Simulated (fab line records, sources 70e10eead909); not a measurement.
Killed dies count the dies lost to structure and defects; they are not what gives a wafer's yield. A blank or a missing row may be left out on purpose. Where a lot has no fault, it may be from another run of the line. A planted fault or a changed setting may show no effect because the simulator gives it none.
Chamber matching    flow nand_harc    NHARC_A_STAIRCASE_DESCUM_312 on rie_diel-01: 4 sister chambers
The step chemistry O2, time 3 s. 4 wafers are shown with their chamber, then 7 later ones without.

== WAFERS WITH THEIR CHAMBER ==
wafer   chamber  showerhead_plenum_p_Torr (Torr)
L692.1  3        1.81
L700.6  1        1.78
L702.1  0        1.77
L702.2  2        1.94

== WAFERS MISSING THEIR CHAMBER ==
wafer   showerhead_plenum_p_Torr (Torr)
L702.6  1.77
L709.2  2.07
L709.4  1.77
L709.6  1.77
L710.2  1.80
L710.4  2.07
L710.6  1.93

== CHAMBER TAKEN BY EACH ==
wafer   from the rows above                in truth
L702.6  can't be placed: 0 or 1 or 3       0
L709.2  can't be placed: 2 or 3            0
L709.4  can't be placed: 0 or 1 or 3       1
L709.6  can't be placed: 0 or 1 or 3       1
L710.2  can't be placed: 3 or 1 or 0 or 2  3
L710.4  can't be placed: 2 or 3            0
L710.6  can't be placed: 2 or 3            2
0 of 7 placed correctly. Unplaceable from these rows: 7, with the true chamber sitting among the candidates in 5. Wrongly placed: 0.
How it was worked out, from the rows above alone: a wafer's distance from a chamber is the root of the sum, over the readings, of the square of ((its reading less the chamber's mean) divided by the reading's scatter). The wafer belongs to the nearest chamber; if the next one is less than 2 further off, it can't be placed. Each chamber's mean is taken over the wafers shown for it. The scatter (one wafer shown for each chamber): square how far every hidden wafer sits from the nearest shown wafer, average those squares and take the square root.
